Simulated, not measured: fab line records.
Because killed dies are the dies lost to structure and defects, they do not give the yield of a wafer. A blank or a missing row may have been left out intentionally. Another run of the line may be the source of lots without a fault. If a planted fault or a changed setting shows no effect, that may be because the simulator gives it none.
Which tool was responsible? :: flow n5_finfet :: 24 lots, 72 wafers sampled, at 6 steps of a route of 1938

## WHAT EACH GAUGE READ, for each wafer
N5_BEOL_M5_CD_MEAS_35: target cd 28 nm, target cd y 24 nm.
lot: L074
measured: day 8 04:05
on: cd_sem-03
cd_nm (nm): 28.1 27.9 28.6

lot: L076
measured: day 8 17:43
on: cd_sem-03
cd_nm (nm): 27.6 28.2 28.1

lot: L075
measured: day 8 23:08
on: cd_sem-01
cd_nm (nm): 28.3 27.8 28.0

lot: L077
measured: day 9 14:31
on: cd_sem-01
cd_nm (nm): 28.2 28.1 28.4

lot: L078
measured: day 9 21:13
on: cd_sem-02
cd_nm (nm): 28.3 27.8 27.8

lot: L079
measured: day 10 02:48
on: cd_sem-02
cd_nm (nm): 28.3 28.8 28.2

lot: L080
measured: day 10 06:09
on: cd_sem-02
cd_nm (nm): 27.9 27.8 27.6

lot: L081
measured: day 10 21:20
on: cd_sem-01
cd_nm (nm): 27.7 28.2 28.2

lot: L083
measured: day 10 23:41
on: cd_sem-02
cd_nm (nm): 27.7 28.3 28.0

lot: L084
measured: day 11 03:59
on: cd_sem-01
cd_nm (nm): 28.2 28.2 27.8

lot: L085
measured: day 11 09:46
on: cd_sem-01
cd_nm (nm): 28.4 28.1 28.0

lot: L082
measured: day 11 12:21
on: cd_sem-01
cd_nm (nm): 28.1 28.5 27.5

lot: L086
measured: day 12 01:36
on: cd_sem-02
cd_nm (nm): 28.4 28.5 28.2

lot: L087
measured: day 12 03:26
on: cd_sem-03
cd_nm (nm): 28.5 28.3 28.7

lot: L088
measured: day 12 11:00
on: cd_sem-02
cd_nm (nm): 28.1 28.2 27.9

lot: L090
measured: day 12 21:41
on: cd_sem-01
cd_nm (nm): 27.9 28.1 28.4

lot: L089
measured: day 12 21:38
on: cd_sem-02
cd_nm (nm): 28.4 28.0 28.0

lot: L093
measured: day 13 03:34
on: cd_sem-02
cd_nm (nm): 28.1 28.4 28.1

lot: L091
measured: day 13 02:56
on: cd_sem-03
cd_nm (nm): 28.6 28.0 28.2

lot: L092
measured: day 13 08:43
on: cd_sem-03
cd_nm (nm): 27.4 27.6 28.3

lot: L094
measured: day 13 13:16
on: cd_sem-01
cd_nm (nm): 27.8 28.2 27.4

lot: L096
measured: day 13 12:46
on: cd_sem-03
cd_nm (nm): 28.9 28.1 28.8

lot: L095
measured: day 14 06:48
on: cd_sem-03
cd_nm (nm): 27.4 28.3 27.9

lot: L097
measured: day 14 20:55
on: cd_sem-03
cd_nm (nm): 28.4 28.6 27.7

N5_BEOL_M5_INSPECT_58: inspects for defects (darkfield).
lot: L074
measured: day 8 11:10
on: defect_inspect-01
raw_defect_count: 70 71 47

lot: L076
measured: day 9 00:43
on: defect_inspect-01
raw_defect_count: 112 45 84

lot: L075
measured: day 9 05:54
on: defect_inspect-02
raw_defect_count: 68 73 105

lot: L077
measured: day 9 21:37
on: defect_inspect-01
raw_defect_count: 65 59 49

lot: L078
measured: day 10 04:11
on: defect_inspect-02
raw_defect_count: 82 48 74

lot: L079
measured: day 10 09:49
on: defect_inspect-02
raw_defect_count: 82 52 70

lot: L080
measured: day 10 12:43
on: defect_inspect-02
raw_defect_count: 69 97 106

lot: L081
measured: day 11 04:54
on: defect_inspect-02
raw_defect_count: 86 78 108

lot: L083
measured: day 11 07:16
on: defect_inspect-02
raw_defect_count: 79 101 75

lot: L084
measured: day 11 11:40
on: defect_inspect-02
raw_defect_count: 55 71 68

lot: L085
measured: day 11 16:25
on: defect_inspect-02
raw_defect_count: 94 78 76

lot: L082
measured: day 11 18:57
on: defect_inspect-02
raw_defect_count: 86 61 41

lot: L086
measured: day 12 09:48
on: defect_inspect-01
raw_defect_count: 46 50 35

lot: L087
measured: day 12 11:25
on: defect_inspect-02
raw_defect_count: 121 100 97

lot: L088
measured: day 12 19:22
on: defect_inspect-01
raw_defect_count: 66 72 90

lot: L090
measured: day 13 05:15
on: defect_inspect-02
raw_defect_count: 102 115 90

lot: L089
measured: day 13 04:49
on: defect_inspect-01
raw_defect_count: 109 90 92

lot: L093
measured: day 13 09:57
on: defect_inspect-01
raw_defect_count: 64 58 47

lot: L091
measured: day 13 09:49
on: defect_inspect-02
raw_defect_count: 57 65 50

lot: L092
measured: day 13 18:57
on: defect_inspect-02
raw_defect_count: 38 56 75

lot: L094
measured: day 13 20:35
on: defect_inspect-01
raw_defect_count: 67 72 78

lot: L096
measured: day 13 19:29
on: defect_inspect-02
raw_defect_count: 51 68 38

lot: L095
measured: day 14 13:55
on: defect_inspect-02
raw_defect_count: 71 57 73

lot: L097
measured: day 15 03:45
on: defect_inspect-01
raw_defect_count: 61 65 47

## EACH LOT AND THE TOOL THAT RAN IT (in order: tool; ch and the chambers of the sampled wafers; start)
lot: L074
N5_BEOL_M5_STRIP_64: rie_diel-04 ch 0,2,3, day 8 02:38
N5_BEOL_M5_ETCH_68: rie_diel-04 ch 1,2,3, day 8 03:35
N5_BEOL_M5_DEGAS_44: pvd_sputter-02, day 8 04:46
N5_BEOL_M5_SPUTTER_83: pvd_sputter-02, day 8 07:43

lot: L076
N5_BEOL_M5_STRIP_64: rie_diel-03 ch 1,3, day 8 16:22
N5_BEOL_M5_ETCH_68: rie_diel-03 ch 0,1,2, day 8 17:06
N5_BEOL_M5_DEGAS_44: pvd_sputter-03, day 8 18:26
N5_BEOL_M5_SPUTTER_83: pvd_sputter-03, day 8 21:13

lot: L075
N5_BEOL_M5_STRIP_64: rie_diel-03 ch 0,2,3, day 8 21:53
N5_BEOL_M5_ETCH_68: rie_diel-05 ch 0,2,3, day 8 22:39
N5_BEOL_M5_DEGAS_44: pvd_sputter-02, day 8 23:55
N5_BEOL_M5_SPUTTER_83: pvd_sputter-03, day 9 02:39

lot: L077
N5_BEOL_M5_STRIP_64: rie_diel-05 ch 0,1, day 9 12:24
N5_BEOL_M5_ETCH_68: rie_diel-05 ch 2,3, day 9 14:01
N5_BEOL_M5_DEGAS_44: pvd_sputter-03, day 9 14:53
N5_BEOL_M5_SPUTTER_83: pvd_sputter-01, day 9 18:10

lot: L078
N5_BEOL_M5_STRIP_64: rie_diel-03 ch 1,3, day 9 19:25
N5_BEOL_M5_ETCH_68: rie_diel-03 ch 0,1,3, day 9 20:44
N5_BEOL_M5_DEGAS_44: pvd_sputter-03, day 9 21:53
N5_BEOL_M5_SPUTTER_83: pvd_sputter-02, day 10 00:44

lot: L079
N5_BEOL_M5_STRIP_64: rie_diel-04 ch 0,1,2, day 9 22:58
N5_BEOL_M5_ETCH_68: rie_diel-04 ch 0,2,3, day 10 02:18
N5_BEOL_M5_DEGAS_44: pvd_sputter-03, day 10 03:17
N5_BEOL_M5_SPUTTER_83: pvd_sputter-01, day 10 06:22

lot: L080
N5_BEOL_M5_STRIP_64: rie_diel-05 ch 0,1,2, day 10 04:09
N5_BEOL_M5_ETCH_68: rie_diel-05 ch 1,2,3, day 10 05:40
N5_BEOL_M5_DEGAS_44: pvd_sputter-02, day 10 06:43
N5_BEOL_M5_SPUTTER_83: pvd_sputter-02, day 10 09:28

lot: L081
N5_BEOL_M5_STRIP_64: rie_diel-04 ch 0,1, day 10 19:02
N5_BEOL_M5_ETCH_68: rie_diel-05 ch 0,1,3, day 10 20:50
N5_BEOL_M5_DEGAS_44: pvd_sputter-01, day 10 21:46
N5_BEOL_M5_SPUTTER_83: pvd_sputter-02, day 11 01:22

lot: L083
N5_BEOL_M5_STRIP_64: rie_diel-04 ch 1,2,3, day 10 22:22
N5_BEOL_M5_ETCH_68: rie_diel-03 ch 0,3, day 10 23:10
N5_BEOL_M5_DEGAS_44: pvd_sputter-01, day 11 00:31
N5_BEOL_M5_SPUTTER_83: pvd_sputter-01, day 11 03:37

lot: L084
N5_BEOL_M5_STRIP_64: rie_diel-03 ch 2,3, day 11 01:34
N5_BEOL_M5_ETCH_68: rie_diel-05 ch 2,3, day 11 03:29
N5_BEOL_M5_DEGAS_44: pvd_sputter-03, day 11 04:59
N5_BEOL_M5_SPUTTER_83: pvd_sputter-01, day 11 08:14

lot: L085
N5_BEOL_M5_STRIP_64: rie_diel-03 ch 2,3, day 11 08:06
N5_BEOL_M5_ETCH_68: rie_diel-05 ch 0,2,3, day 11 09:16
N5_BEOL_M5_DEGAS_44: pvd_sputter-02, day 11 10:11
N5_BEOL_M5_SPUTTER_83: pvd_sputter-01, day 11 13:10

lot: L082
N5_BEOL_M5_STRIP_64: rie_diel-04 ch 0,2,3, day 11 11:07
N5_BEOL_M5_ETCH_68: rie_diel-04 ch 0,2, day 11 11:52
N5_BEOL_M5_DEGAS_44: pvd_sputter-02, day 11 12:44
N5_BEOL_M5_SPUTTER_83: pvd_sputter-02, day 11 15:40

lot: L086
N5_BEOL_M5_STRIP_64: rie_diel-03 ch 0,1,3, day 11 21:56
N5_BEOL_M5_ETCH_68: rie_diel-05 ch 0,3, day 12 01:06
N5_BEOL_M5_DEGAS_44: pvd_sputter-02, day 12 02:20
N5_BEOL_M5_SPUTTER_83: pvd_sputter-02, day 12 06:32

lot: L087
N5_BEOL_M5_STRIP_64: rie_diel-04 ch 0,1,3, day 12 02:10
N5_BEOL_M5_ETCH_68: rie_diel-04 ch 0,1,3, day 12 02:57
N5_BEOL_M5_DEGAS_44: pvd_sputter-01, day 12 05:10
N5_BEOL_M5_SPUTTER_83: pvd_sputter-01, day 12 08:06

lot: L088
N5_BEOL_M5_STRIP_64: rie_diel-04 ch 0,1,3, day 12 02:22
N5_BEOL_M5_ETCH_68: rie_diel-04 ch 0,1,3, day 12 10:31
N5_BEOL_M5_DEGAS_44: pvd_sputter-01, day 12 11:53
N5_BEOL_M5_SPUTTER_83: pvd_sputter-01, day 12 14:53

lot: L090
N5_BEOL_M5_STRIP_64: rie_diel-03 ch 0,1,3, day 12 19:13
N5_BEOL_M5_ETCH_68: rie_diel-03 ch 0,1,2, day 12 21:12
N5_BEOL_M5_DEGAS_44: pvd_sputter-01, day 12 22:45
N5_BEOL_M5_SPUTTER_83: pvd_sputter-02, day 13 01:38

lot: L089
N5_BEOL_M5_STRIP_64: rie_diel-03 ch 0,2, day 12 19:42
N5_BEOL_M5_ETCH_68: rie_diel-04 ch 3, day 12 21:00
N5_BEOL_M5_DEGAS_44: pvd_sputter-01, day 12 22:40
N5_BEOL_M5_SPUTTER_83: pvd_sputter-03, day 13 01:32

lot: L093
N5_BEOL_M5_STRIP_64: rie_diel-03 ch 0,1,2, day 12 22:19
N5_BEOL_M5_ETCH_68: rie_diel-03 ch 1,2, day 13 03:04
N5_BEOL_M5_DEGAS_44: pvd_sputter-02, day 13 03:56
N5_BEOL_M5_SPUTTER_83: pvd_sputter-02, day 13 06:39

lot: L091
N5_BEOL_M5_STRIP_64: rie_diel-03 ch 0,3, day 12 23:41
N5_BEOL_M5_ETCH_68: rie_diel-05 ch 0,3, day 13 02:26
N5_BEOL_M5_DEGAS_44: pvd_sputter-03, day 13 03:47
N5_BEOL_M5_SPUTTER_83: pvd_sputter-03, day 13 06:33

lot: L092
N5_BEOL_M5_STRIP_64: rie_diel-05 ch 1,2,3, day 13 03:32
N5_BEOL_M5_ETCH_68: rie_diel-05 ch 1,2, day 13 08:13
N5_BEOL_M5_DEGAS_44: pvd_sputter-01, day 13 09:16
N5_BEOL_M5_SPUTTER_83: pvd_sputter-01, day 13 12:02

lot: L094
N5_BEOL_M5_STRIP_64: rie_diel-05 ch 0,2,3, day 13 09:32
N5_BEOL_M5_ETCH_68: rie_diel-04 ch 1,2, day 13 12:39
N5_BEOL_M5_DEGAS_44: pvd_sputter-03, day 13 14:20
N5_BEOL_M5_SPUTTER_83: pvd_sputter-03, day 13 17:16

lot: L096
N5_BEOL_M5_STRIP_64: rie_diel-04 ch 0,1,2, day 13 10:22
N5_BEOL_M5_ETCH_68: rie_diel-05 ch 1,2,3, day 13 12:16
N5_BEOL_M5_DEGAS_44: pvd_sputter-02, day 13 13:14
N5_BEOL_M5_SPUTTER_83: pvd_sputter-02, day 13 16:11

lot: L095
N5_BEOL_M5_STRIP_64: rie_diel-04 ch 0,1,2, day 14 03:39
N5_BEOL_M5_ETCH_68: rie_diel-04 ch 0,1,2, day 14 06:13
N5_BEOL_M5_DEGAS_44: pvd_sputter-01, day 14 07:14
N5_BEOL_M5_SPUTTER_83: pvd_sputter-03, day 14 10:26

lot: L097
N5_BEOL_M5_STRIP_64: rie_diel-04 ch 0,1,3, day 14 19:10
N5_BEOL_M5_ETCH_68: rie_diel-05 ch 0,1,3, day 14 20:26
N5_BEOL_M5_DEGAS_44: pvd_sputter-02, day 14 21:25
N5_BEOL_M5_SPUTTER_83: pvd_sputter-02, day 15 00:26
- N5_BEOL_M5_STRIP_64: strips in CF4.
- N5_BEOL_M5_ETCH_68: etches SOC in N2/H2, target depth 80 nm, overetch 16 nm, time 120 s.
- N5_BEOL_M5_DEGAS_44: time 60 s.
- N5_BEOL_M5_SPUTTER_83: material Cu, target thk 15 nm, time 27.62 s.

## WHAT THE TOOLS THEMSELVES READ (means of the sampled wafers that have a number; where no wafer has one, the mark that the record gives instead)
N5_BEOL_M5_STRIP_64.
lot: L074
tool: rie_diel-04
drypump_motor_current_A (A): 5.7
oes_product_au (a.u.): 0.78
rf_vpp_V (V): 271.7
showerhead_plenum_p_Torr (Torr): 1.80
throttle_valve_pct (%): 13.63

lot: L076
tool: rie_diel-03
drypump_motor_current_A (A): 5.3
oes_product_au (a.u.): 0.83
rf_vpp_V (V): 270.5
showerhead_plenum_p_Torr (Torr): 1.78
throttle_valve_pct (%): 13.27

lot: L075
tool: rie_diel-03
drypump_motor_current_A (A): 5.8
oes_product_au (a.u.): 0.81
rf_vpp_V (V): 271.2
showerhead_plenum_p_Torr (Torr): 1.80
throttle_valve_pct (%): 13.49

lot: L077
tool: rie_diel-05
drypump_motor_current_A (A): 6.1
oes_product_au (a.u.): 0.71
rf_vpp_V (V): 269.7
showerhead_plenum_p_Torr (Torr): 1.75
throttle_valve_pct (%): 13.84

lot: L078
tool: rie_diel-03
drypump_motor_current_A (A): 5.5
oes_product_au (a.u.): 0.85
rf_vpp_V (V): 271.2
showerhead_plenum_p_Torr (Torr): 1.80
throttle_valve_pct (%): 13.28

lot: L079
tool: rie_diel-04
drypump_motor_current_A (A): 5.5
oes_product_au (a.u.): 0.73
rf_vpp_V (V): 270.8
showerhead_plenum_p_Torr (Torr): 1.76
throttle_valve_pct (%): 13.83

lot: L080
tool: rie_diel-05
drypump_motor_current_A (A): 6.1
oes_product_au (a.u.): 0.72
rf_vpp_V (V): 269.7
showerhead_plenum_p_Torr (Torr): 1.77
throttle_valve_pct (%): 13.73

lot: L081
tool: rie_diel-04
drypump_motor_current_A (A): 5.2
oes_product_au (a.u.): 0.76
rf_vpp_V (V): 270.5
showerhead_plenum_p_Torr (Torr): 1.76
throttle_valve_pct (%): 13.77

lot: L083
tool: rie_diel-04
drypump_motor_current_A (A): 5.7
oes_product_au (a.u.): 0.78
rf_vpp_V (V): 271.1
showerhead_plenum_p_Torr (Torr): 1.82
throttle_valve_pct (%): 13.62

lot: L084
tool: rie_diel-03
drypump_motor_current_A (A): 5.8
oes_product_au (a.u.): 0.76
rf_vpp_V (V): 269.9
showerhead_plenum_p_Torr (Torr): 1.74
throttle_valve_pct (%): 13.55

lot: L085
tool: rie_diel-03
drypump_motor_current_A (A): 5.7
oes_product_au (a.u.): 0.81
rf_vpp_V (V): 271.2
showerhead_plenum_p_Torr (Torr): 1.78
throttle_valve_pct (%): 13.44

lot: L082
tool: rie_diel-04
drypump_motor_current_A (A): 5.7
oes_product_au (a.u.): 0.75
rf_vpp_V (V): 270.8
showerhead_plenum_p_Torr (Torr): 1.79
throttle_valve_pct (%): 13.70

lot: L086
tool: rie_diel-03
drypump_motor_current_A (A): 5.5
oes_product_au (a.u.): 0.80
rf_vpp_V (V): 271.6
showerhead_plenum_p_Torr (Torr): 1.81
throttle_valve_pct (%): 13.42

lot: L087
tool: rie_diel-04
drypump_motor_current_A (A): 5.4
oes_product_au (a.u.): 0.78
rf_vpp_V (V): 271.0
showerhead_plenum_p_Torr (Torr): 1.80
throttle_valve_pct (%): 13.62

lot: L088
tool: rie_diel-04
drypump_motor_current_A (A): 5.4
oes_product_au (a.u.): 0.79
rf_vpp_V (V): 271.0
showerhead_plenum_p_Torr (Torr): 1.80
throttle_valve_pct (%): 13.63

lot: L090
tool: rie_diel-03
drypump_motor_current_A (A): 5.5
oes_product_au (a.u.): 0.80
rf_vpp_V (V): 273.0
showerhead_plenum_p_Torr (Torr): 1.81
throttle_valve_pct (%): 13.44

lot: L089
tool: rie_diel-03
drypump_motor_current_A (A): 5.8
oes_product_au (a.u.): 0.84
rf_vpp_V (V): 274.1
showerhead_plenum_p_Torr (Torr): 1.87
throttle_valve_pct (%): 13.44

lot: L093
tool: rie_diel-03
drypump_motor_current_A (A): 5.6
oes_product_au (a.u.): 0.83
rf_vpp_V (V): 271.3
showerhead_plenum_p_Torr (Torr): 1.83
throttle_valve_pct (%): 13.36

lot: L091
tool: rie_diel-03
drypump_motor_current_A (A): 5.8
oes_product_au (a.u.): 0.80
rf_vpp_V (V): 272.9
showerhead_plenum_p_Torr (Torr): 1.85
throttle_valve_pct (%): 13.53

lot: L092
tool: rie_diel-05
drypump_motor_current_A (A): 6.1
oes_product_au (a.u.): 0.71
rf_vpp_V (V): 270.5
showerhead_plenum_p_Torr (Torr): 1.80
throttle_valve_pct (%): 13.77

lot: L094
tool: rie_diel-05
drypump_motor_current_A (A): 6.2
oes_product_au (a.u.): 0.69
rf_vpp_V (V): 270.4
showerhead_plenum_p_Torr (Torr): 1.78
throttle_valve_pct (%): 13.76

lot: L096
tool: rie_diel-04
drypump_motor_current_A (A): 5.5
oes_product_au (a.u.): 0.82
rf_vpp_V (V): 270.9
showerhead_plenum_p_Torr (Torr): 1.76
throttle_valve_pct (%): 13.68

lot: L095
tool: rie_diel-04
drypump_motor_current_A (A): 5.5
oes_product_au (a.u.): 0.81
rf_vpp_V (V): 269.5
showerhead_plenum_p_Torr (Torr): 1.76
throttle_valve_pct (%): 13.69

lot: L097
tool: rie_diel-04
drypump_motor_current_A (A): 5.4
oes_product_au (a.u.): 0.77
rf_vpp_V (V): 271.0
showerhead_plenum_p_Torr (Torr): 1.80
throttle_valve_pct (%): 13.67

N5_BEOL_M5_ETCH_68.
lot: L074
tool: rie_diel-04
bias_w (W): 150.3
drypump_motor_current_A (A): 5.7
oes_product_au (a.u.): 0.63
rf_vpp_V (V): 526.3
showerhead_plenum_p_Torr (Torr): 2.59
throttle_valve_pct (%): 17.77

lot: L076
tool: rie_diel-03
bias_w (W): 149.4
drypump_motor_current_A (A): 5.6
oes_product_au (a.u.): 0.59
rf_vpp_V (V): 522.9
showerhead_plenum_p_Torr (Torr): 2.52
throttle_valve_pct (%): 17.74

lot: L075
tool: rie_diel-05
bias_w (W): 149.8
drypump_motor_current_A (A): 6.3
oes_product_au (a.u.): 0.55
rf_vpp_V (V): 523.6
showerhead_plenum_p_Torr (Torr): 2.52
throttle_valve_pct (%): 17.90

lot: L077
tool: rie_diel-05
bias_w (W): 149.7
drypump_motor_current_A (A): 6.2
oes_product_au (a.u.): 0.55
rf_vpp_V (V): 525.1
showerhead_plenum_p_Torr (Torr): 2.59
throttle_valve_pct (%): 17.93

lot: L078
tool: rie_diel-03
bias_w (W): 150.2
drypump_motor_current_A (A): 5.6
oes_product_au (a.u.): 0.64
rf_vpp_V (V): 524.8
showerhead_plenum_p_Torr (Torr): 2.59
throttle_valve_pct (%): 17.68

lot: L079
tool: rie_diel-04
bias_w (W): 150.3
drypump_motor_current_A (A): 5.7
oes_product_au (a.u.): 0.59
rf_vpp_V (V): 523.7
showerhead_plenum_p_Torr (Torr): 2.54
throttle_valve_pct (%): 17.83

lot: L080
tool: rie_diel-05
bias_w (W): 150.0
drypump_motor_current_A (A): 6.1
oes_product_au (a.u.): 0.56
rf_vpp_V (V): 524.9
showerhead_plenum_p_Torr (Torr): 2.56
throttle_valve_pct (%): 17.98

lot: L081
tool: rie_diel-05
bias_w (W): 150.2
drypump_motor_current_A (A): 6.1
oes_product_au (a.u.): 0.54
rf_vpp_V (V): 523.4
showerhead_plenum_p_Torr (Torr): 2.52
throttle_valve_pct (%): 18.05

lot: L083
tool: rie_diel-03
bias_w (W): 150.1
drypump_motor_current_A (A): 5.7
oes_product_au (a.u.): 0.65
rf_vpp_V (V): 526.3
showerhead_plenum_p_Torr (Torr): 2.63
throttle_valve_pct (%): 17.71

lot: L084
tool: rie_diel-05
bias_w (W): 149.6
drypump_motor_current_A (A): 6.2
oes_product_au (a.u.): 0.55
rf_vpp_V (V): 524.1
showerhead_plenum_p_Torr (Torr): 2.56
throttle_valve_pct (%): 17.85

lot: L085
tool: rie_diel-05
bias_w (W): 149.9
drypump_motor_current_A (A): 6.2
oes_product_au (a.u.): 0.54
rf_vpp_V (V): 523.2
showerhead_plenum_p_Torr (Torr): 2.52
throttle_valve_pct (%): 17.94

lot: L082
tool: rie_diel-04
bias_w (W): 149.8
drypump_motor_current_A (A): 5.8
oes_product_au (a.u.): 0.54
rf_vpp_V (V): 521.8
showerhead_plenum_p_Torr (Torr): 2.47
throttle_valve_pct (%): 18.06

lot: L086
tool: rie_diel-05
bias_w (W): 150.6
drypump_motor_current_A (A): 6.2
oes_product_au (a.u.): 0.53
rf_vpp_V (V): 521.6
showerhead_plenum_p_Torr (Torr): 2.47
throttle_valve_pct (%): 18.00

lot: L087
tool: rie_diel-04
bias_w (W): 150.3
drypump_motor_current_A (A): 5.4
oes_product_au (a.u.): 0.61
rf_vpp_V (V): 524.6
showerhead_plenum_p_Torr (Torr): 2.55
throttle_valve_pct (%): 17.84

lot: L088
tool: rie_diel-04
bias_w (W): 149.5
drypump_motor_current_A (A): 5.4
oes_product_au (a.u.): 0.61
rf_vpp_V (V): 524.9
showerhead_plenum_p_Torr (Torr): 2.55
throttle_valve_pct (%): 17.84

lot: L090
tool: rie_diel-03
bias_w (W): 149.4
drypump_motor_current_A (A): 5.6
oes_product_au (a.u.): 0.65
rf_vpp_V (V): 525.7
showerhead_plenum_p_Torr (Torr): 2.62
throttle_valve_pct (%): 17.63

lot: L089
tool: rie_diel-04
bias_w (W): 150.1
drypump_motor_current_A (A): 5.9
oes_product_au (a.u.): 0.66
rf_vpp_V (V): 528.2
showerhead_plenum_p_Torr (Torr): 2.68
throttle_valve_pct (%): 17.41

lot: L093
tool: rie_diel-03
bias_w (W): 149.9
drypump_motor_current_A (A): 5.6
oes_product_au (a.u.): 0.69
rf_vpp_V (V): 526.2
showerhead_plenum_p_Torr (Torr): 2.63
throttle_valve_pct (%): 17.41

lot: L091
tool: rie_diel-05
bias_w (W): 150.2
drypump_motor_current_A (A): 6.2
oes_product_au (a.u.): 0.53
rf_vpp_V (V): 523.6
showerhead_plenum_p_Torr (Torr): 2.54
throttle_valve_pct (%): 18.05

lot: L092
tool: rie_diel-05
bias_w (W): 150.1
drypump_motor_current_A (A): 6.0
oes_product_au (a.u.): 0.55
rf_vpp_V (V): 523.1
showerhead_plenum_p_Torr (Torr): 2.53
throttle_valve_pct (%): 18.03

lot: L094
tool: rie_diel-04
bias_w (W): 150.3
drypump_motor_current_A (A): 5.8
oes_product_au (a.u.): 0.70
rf_vpp_V (V): 523.6
showerhead_plenum_p_Torr (Torr): 2.51
throttle_valve_pct (%): 17.73

lot: L096
tool: rie_diel-05
bias_w (W): 150.0
drypump_motor_current_A (A): 6.1
oes_product_au (a.u.): 0.55
rf_vpp_V (V): 524.2
showerhead_plenum_p_Torr (Torr): 2.55
throttle_valve_pct (%): 18.01

lot: L095
tool: rie_diel-04
bias_w (W): 150.4
drypump_motor_current_A (A): 5.5
oes_product_au (a.u.): 0.63
rf_vpp_V (V): 521.9
showerhead_plenum_p_Torr (Torr): 2.48
throttle_valve_pct (%): 17.92

lot: L097
tool: rie_diel-05
bias_w (W): 149.9
drypump_motor_current_A (A): 6.1
oes_product_au (a.u.): 0.61
rf_vpp_V (V): 525.4
showerhead_plenum_p_Torr (Torr): 2.61
throttle_valve_pct (%): 17.94

N5_BEOL_M5_DEGAS_44.
lot: L074
tool: pvd_sputter-02
heater_power_w (W): 332

lot: L076
tool: pvd_sputter-03
heater_power_w (W): 315

lot: L075
tool: pvd_sputter-02
heater_power_w (W): 318

lot: L077
tool: pvd_sputter-03
heater_power_w (W): 333

lot: L078
tool: pvd_sputter-03
heater_power_w (W): 311

lot: L079
tool: pvd_sputter-03
heater_power_w (W): 341

lot: L080
tool: pvd_sputter-02
heater_power_w (W): 316

lot: L081
tool: pvd_sputter-01
heater_power_w (W): 315

lot: L083
tool: pvd_sputter-01
heater_power_w (W): 333

lot: L084
tool: pvd_sputter-03
heater_power_w (W): 305

lot: L085
tool: pvd_sputter-02
heater_power_w (W): 335

lot: L082
tool: pvd_sputter-02
heater_power_w (W): 327

lot: L086
tool: pvd_sputter-02
heater_power_w (W): 331

lot: L087
tool: pvd_sputter-01
heater_power_w (W): 335

lot: L088
tool: pvd_sputter-01
heater_power_w (W): 339

lot: L090
tool: pvd_sputter-01
heater_power_w (W): 330

lot: L089
tool: pvd_sputter-01
heater_power_w (W): 339

lot: L093
tool: pvd_sputter-02
heater_power_w (W): 323

lot: L091
tool: pvd_sputter-03
heater_power_w (W): 313

lot: L092
tool: pvd_sputter-01
heater_power_w (W): 338

lot: L094
tool: pvd_sputter-03
heater_power_w (W): 323

lot: L096
tool: pvd_sputter-02
heater_power_w (W): 323

lot: L095
tool: pvd_sputter-01
heater_power_w (W): 365

lot: L097
tool: pvd_sputter-02
heater_power_w (W): 329

N5_BEOL_M5_SPUTTER_83.
lot: L074
tool: pvd_sputter-02
throttle_valve_pct (%): 29.4

lot: L076
tool: pvd_sputter-03
throttle_valve_pct (%): 29.1

lot: L075
tool: pvd_sputter-03
throttle_valve_pct (%): 29.3

lot: L077
tool: pvd_sputter-01
throttle_valve_pct (%): 29.8

lot: L078
tool: pvd_sputter-02
throttle_valve_pct (%): 28.8

lot: L079
tool: pvd_sputter-01
throttle_valve_pct (%): 29.9

lot: L080
tool: pvd_sputter-02
throttle_valve_pct (%): 29.1

lot: L081
tool: pvd_sputter-02
throttle_valve_pct (%): 29.2

lot: L083
tool: pvd_sputter-01
throttle_valve_pct (%): 30.4

lot: L084
tool: pvd_sputter-01
throttle_valve_pct (%): 29.5

lot: L085
tool: pvd_sputter-01
throttle_valve_pct (%): 29.9

lot: L082
tool: pvd_sputter-02
throttle_valve_pct (%): 29.0

lot: L086
tool: pvd_sputter-02
throttle_valve_pct (%): 29.3

lot: L087
tool: pvd_sputter-01
throttle_valve_pct (%): 29.9

lot: L088
tool: pvd_sputter-01
throttle_valve_pct (%): 30.8

lot: L090
tool: pvd_sputter-02
throttle_valve_pct (%): 29.1

lot: L089
tool: pvd_sputter-03
throttle_valve_pct (%): 29.2

lot: L093
tool: pvd_sputter-02
throttle_valve_pct (%): 28.9

lot: L091
tool: pvd_sputter-03
throttle_valve_pct (%): 29.0

lot: L092
tool: pvd_sputter-01
throttle_valve_pct (%): 29.5

lot: L094
tool: pvd_sputter-03
throttle_valve_pct (%): 29.0

lot: L096
tool: pvd_sputter-02
throttle_valve_pct (%): 29.5

lot: L095
tool: pvd_sputter-03
throttle_valve_pct (%): 28.9

lot: L097
tool: pvd_sputter-02
throttle_valve_pct (%): 29.1

## THE ANSWER, worked out from the rows above alone
Rule: the lots themselves supply what counts as usual. The widest of any qualifying gaps counts: lots, ordered by their means at a reading, are off when they make up no more than a third of the lots, leave a main group of 4 or more, and stand apart from it by 3 or more times the standard deviation of that group's means. The tables above print the reading to a certain number of digits; a main group whose means all agree to those digits is not used. A lot without any number at a reading at which 4 lots or more have one is off too. The other lots that the step has rows for count as sound. First the gauges in route order, then the tools' own readings, where a lot's mean is used as printed above. At the first step where some lot is off, the reading lying furthest off is the one used; lots without a number count as furthest.
No lot is off at any reading shown: from this, nothing can be told.

## WHAT THE SIMULATOR PUT IN
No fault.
